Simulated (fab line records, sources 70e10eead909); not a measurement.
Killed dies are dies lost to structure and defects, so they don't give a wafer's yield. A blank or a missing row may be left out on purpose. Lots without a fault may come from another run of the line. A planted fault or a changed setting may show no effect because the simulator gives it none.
Which tool did it? | flow nand_harc | 24 lots, 72 wafers sampled, at 4 steps of a route of 1302

WHAT THE GAUGES READ, wafer by wafer
NHARC_A_M1_OVL_MEAS_10: pitch 240 nm.
lot  | measured     | on         | overlay_x_nm (nm) | overlay_y_nm (nm)
L074 | day 23 08:44 | overlay-02 | 1.0 1.1 1.2       | 0.6 0.6 0.4
L075 | day 23 14:13 | overlay-01 | -1.2 -1.2 -0.2    | 0.8 0.4 0.6
L077 | day 24 04:27 | overlay-01 | 0.5 0.5 0.6       | 1.4 0.8 1.7
L076 | day 24 06:31 | overlay-02 | -0.7 -0.4 -0.3    | 0.4 0.7 0.8
L078 | day 24 21:03 | overlay-01 | 0.9 0.2 0.6       | -1.5 -0.5 -0.7
L079 | day 25 01:08 | overlay-02 | 1.5 1.2 2.2       | -2.4 -2.1 -1.6
L080 | day 26 00:53 | overlay-02 | 0.1 0.3 -0.4      | -0.5 -0.9 -0.5
L081 | day 26 01:11 | overlay-01 | 1.1 1.1 1.8       | 0.7 0.8 0.6
L082 | day 26 12:55 | overlay-02 | -0.3 0.1 0.0      | -1.3 -1.7 -1.3
L083 | day 26 20:08 | overlay-02 | 0.2 0.6 0.5       | 0.2 -0.2 0.0
L085 | day 27 07:44 | overlay-01 | -0.9 -0.1 0.2     | 0.4 0.8 0.6
L084 | day 27 09:30 | overlay-02 | -1.0 -0.5 -1.1    | -0.2 -0.7 -0.9
L086 | day 27 23:32 | overlay-02 | 0.3 0.3 0.5       | 0.2 0.5 0.0
L087 | day 28 20:49 | overlay-02 | -1.5 -1.0 -1.5    | -0.4 -0.4 -0.3
L089 | day 29 03:19 | overlay-02 | 0.2 0.1 0.6       | -0.8 -1.1 0.1
L088 | day 29 05:20 | overlay-01 | 0.0 -0.3 0.2      | -0.2 0.3 -0.7
L090 | day 29 10:47 | overlay-01 | 0.0 0.0 -0.1      | 0.4 -0.1 1.0
L091 | day 29 14:19 | overlay-02 | -0.2 0.2 -0.2     | -0.9 -0.7 -0.9
L092 | day 30 06:17 | overlay-02 | 0.1 -0.1 -0.6     | -0.4 -0.3 0.3
L094 | day 30 21:05 | overlay-02 | 0.6 0.3 -0.3      | 1.2 0.1 0.0
L093 | day 30 22:17 | overlay-01 | -0.3 -0.1 0.7     | 0.9 0.7 1.0
L095 | day 31 21:40 | overlay-01 | -0.3 -0.3 0.1     | -0.3 -0.3 0.9
L096 | day 32 06:11 | overlay-02 | 1.0 1.2 0.5       | -1.0 -0.4 -1.0
L097 | day 32 06:58 | overlay-02 | 1.2 1.0 1.1       | 0.2 -0.2 0.1

WHICH TOOL RAN EACH LOT (tool, then ch and the chambers of the sampled wafers, then the start)
lot  | NHARC_A_BLC_PVD_32                      | NHARC_A_M0_PVD_20                       | NHARC_A_M0_PRE_CLEAN_31
L074 | pvd_sputter-01, day 23 07:20 or earlier | pvd_sputter-02, day 23 07:20 or earlier | pecvd-03 ch 0,2, day 23 07:20
L075 | pvd_sputter-01, day 23 12:50 or earlier | pvd_sputter-02, day 23 12:50 or earlier | pecvd-04 ch 0,1,2, day 23 12:50
L077 | pvd_sputter-03, day 24 03:11 or earlier | pvd_sputter-03, day 24 03:11 or earlier | pecvd-02 ch 0,1, day 24 03:11
L076 | pvd_sputter-02, day 24 05:05 or earlier | pvd_sputter-01, day 24 05:05 or earlier | pecvd-04 ch 0,1, day 24 05:05
L078 | pvd_sputter-02, day 24 19:12 or earlier | pvd_sputter-01, day 24 19:12 or earlier | pecvd-04 ch 0,2, day 24 19:12
L079 | pvd_sputter-02, day 24 23:38 or earlier | pvd_sputter-02, day 24 23:38 or earlier | pecvd-03 ch 1,2, day 24 23:38
L080 | pvd_sputter-01, day 25 23:30 or earlier | pvd_sputter-02, day 25 23:30 or earlier | pecvd-03 ch 0,1,2, day 25 23:30
L081 | pvd_sputter-02, day 25 23:46 or earlier | pvd_sputter-01, day 25 23:46 or earlier | pecvd-04 ch 0,1, day 25 23:46
L082 | pvd_sputter-02, day 26 11:38 or earlier | pvd_sputter-01, day 26 11:38 or earlier | pecvd-03 ch 1,2, day 26 11:38
L083 | pvd_sputter-01, day 26 18:44 or earlier | pvd_sputter-03, day 26 18:44 or earlier | pecvd-03 ch 1,2, day 26 18:44
L085 | pvd_sputter-02, day 27 06:29 or earlier | pvd_sputter-02, day 27 06:29 or earlier | pecvd-03 ch 0,1, day 27 06:29
L084 | pvd_sputter-01, day 27 08:07 or earlier | pvd_sputter-02, day 27 08:07 or earlier | pecvd-03 ch 0,2, day 27 08:07
L086 | pvd_sputter-03, day 27 22:06 or earlier | pvd_sputter-03, day 27 22:06 or earlier | pecvd-02 ch 0,1, day 27 22:06
L087 | pvd_sputter-01, day 28 19:25 or earlier | pvd_sputter-01, day 28 19:25 or earlier | pecvd-03 ch 1,2, day 28 19:25
L089 | pvd_sputter-01, day 29 01:54 or earlier | pvd_sputter-02, day 29 01:54 or earlier | pecvd-04 ch 0,2, day 29 01:54
L088 | pvd_sputter-03, day 29 03:56 or earlier | pvd_sputter-03, day 29 03:56 or earlier | pecvd-04 ch 1,2, day 29 03:56
L090 | pvd_sputter-03, day 29 09:22 or earlier | pvd_sputter-03, day 29 09:22 or earlier | pecvd-04 ch 0,1,2, day 29 09:22
L091 | pvd_sputter-02, day 29 12:55 or earlier | pvd_sputter-01, day 29 12:55 or earlier | pecvd-02 ch 0,1, day 29 12:55
L092 | pvd_sputter-01, day 30 04:53 or earlier | pvd_sputter-02, day 30 04:53 or earlier | pecvd-02 ch 1,2, day 30 04:53
L094 | pvd_sputter-01, day 30 19:41 or earlier | pvd_sputter-02, day 30 19:41 or earlier | pecvd-04 ch 0,1,2, day 30 19:41
L093 | pvd_sputter-01, day 30 20:54 or earlier | pvd_sputter-02, day 30 20:54 or earlier | pecvd-02 ch 0,2, day 30 20:54
L095 | pvd_sputter-03, day 31 20:16 or earlier | pvd_sputter-01, day 31 20:16 or earlier | pecvd-04 ch 0,1, day 31 20:16
L096 | pvd_sputter-01, day 32 04:35 or earlier | pvd_sputter-02, day 32 04:35 or earlier | pecvd-03 ch 2, day 32 04:35
L097 | pvd_sputter-01, day 32 05:32 or earlier | pvd_sputter-02, day 32 05:32 or earlier | pecvd-02 ch 0,1,2, day 32 05:32
- NHARC_A_BLC_PVD_32: deposits Ti, target thk 5 nm, time 17.7 s.
- NHARC_A_M0_PVD_20: deposits TaN, target thk 5 nm, time 8.06 s.
- NHARC_A_M0_PRE_CLEAN_31: time 12 s.

WHAT THE TOOLS THEMSELVES READ (means of the sampled wafers that have a number; where no wafer has one, the mark that the record gives instead)
NHARC_A_BLC_PVD_32.
lot  | tool           | throttle_valve_pct (%)
L074 | pvd_sputter-01 | 30.5
L075 | pvd_sputter-01 | 30.7
L077 | pvd_sputter-03 | 30.0
L076 | pvd_sputter-02 | 29.2
L078 | pvd_sputter-02 | 29.4
L079 | pvd_sputter-02 | 29.7
L080 | pvd_sputter-01 | 30.4
L081 | pvd_sputter-02 | 29.6
L082 | pvd_sputter-02 | 29.6
L083 | pvd_sputter-01 | 30.2
L085 | pvd_sputter-02 | 30.7
L084 | pvd_sputter-01 | 30.4
L086 | pvd_sputter-03 | 30.7
L087 | pvd_sputter-01 | 30.2
L089 | pvd_sputter-01 | 30.4
L088 | pvd_sputter-03 | 30.3
L090 | pvd_sputter-03 | 31.0
L091 | pvd_sputter-02 | 29.5
L092 | pvd_sputter-01 | 30.0
L094 | pvd_sputter-01 | 30.2
L093 | pvd_sputter-01 | 30.3
L095 | pvd_sputter-03 | 30.5
L096 | pvd_sputter-01 | 30.3
L097 | pvd_sputter-01 | 30.4

NHARC_A_M0_PVD_20.
lot  | tool           | throttle_valve_pct (%)
L074 | pvd_sputter-02 | 30.3
L075 | pvd_sputter-02 | 29.6
L077 | pvd_sputter-03 | 30.6
L076 | pvd_sputter-01 | 30.4
L078 | pvd_sputter-01 | 30.7
L079 | pvd_sputter-02 | 30.3
L080 | pvd_sputter-02 | 30.3
L081 | pvd_sputter-01 | 30.2
L082 | pvd_sputter-01 | 30.3
L083 | pvd_sputter-03 | 30.9
L085 | pvd_sputter-02 | 30.8
L084 | pvd_sputter-02 | 29.9
L086 | pvd_sputter-03 | 30.6
L087 | pvd_sputter-01 | 30.7
L089 | pvd_sputter-02 | 28.7
L088 | pvd_sputter-03 | 30.7
L090 | pvd_sputter-03 | 30.9
L091 | pvd_sputter-01 | 30.5
L092 | pvd_sputter-02 | 29.6
L094 | pvd_sputter-02 | 29.6
L093 | pvd_sputter-02 | 29.6
L095 | pvd_sputter-01 | 30.5
L096 | pvd_sputter-02 | 30.1
L097 | pvd_sputter-02 | 30.1

NHARC_A_M0_PRE_CLEAN_31.
lot  | tool     | heater_power_w (W)
L074 | pecvd-03 | 630
L075 | pecvd-04 | 586
L077 | pecvd-02 | 596
L076 | pecvd-04 | 583
L078 | pecvd-04 | 581
L079 | pecvd-03 | 570
L080 | pecvd-03 | 597
L081 | pecvd-04 | 539
L082 | pecvd-03 | 501
L083 | pecvd-03 | 581
L085 | pecvd-03 | 600
L084 | pecvd-03 | 645
L086 | pecvd-02 | 585
L087 | pecvd-03 | 562
L089 | pecvd-04 | 621
L088 | pecvd-04 | 617
L090 | pecvd-04 | 577
L091 | pecvd-02 | 634
L092 | pecvd-02 | 689
L094 | pecvd-04 | 598
L093 | pecvd-02 | 675
L095 | pecvd-04 | 560
L096 | pecvd-03 | 583
L097 | pecvd-02 | 682

THE ANSWER, worked out from the rows above alone
Rule: what is usual is taken from the lots themselves. Put in order of their means at a reading, lots are off if they are a third of the lots or fewer, leave a main group of 4 or more, and stand apart from it by a gap of 3 or more times the standard deviation of the main group's means; of several such gaps the widest counts. A main group whose means are all the same, to the digits that the tables above print for the reading, isn't used. A lot without any number at a reading at which 4 lots or more have one is off too. The other lots that the step has rows for count as sound. The gauges are gone through in route order, then the tools' own readings, and for those a lot's mean is taken as printed above. The first step at which some lot is off is used, and at that step the reading that is off furthest; a lot without a number counts as furthest.
No lot is off at any reading shown: from this, nothing can be told.

WHAT THE SIMULATOR HAD PUT IN
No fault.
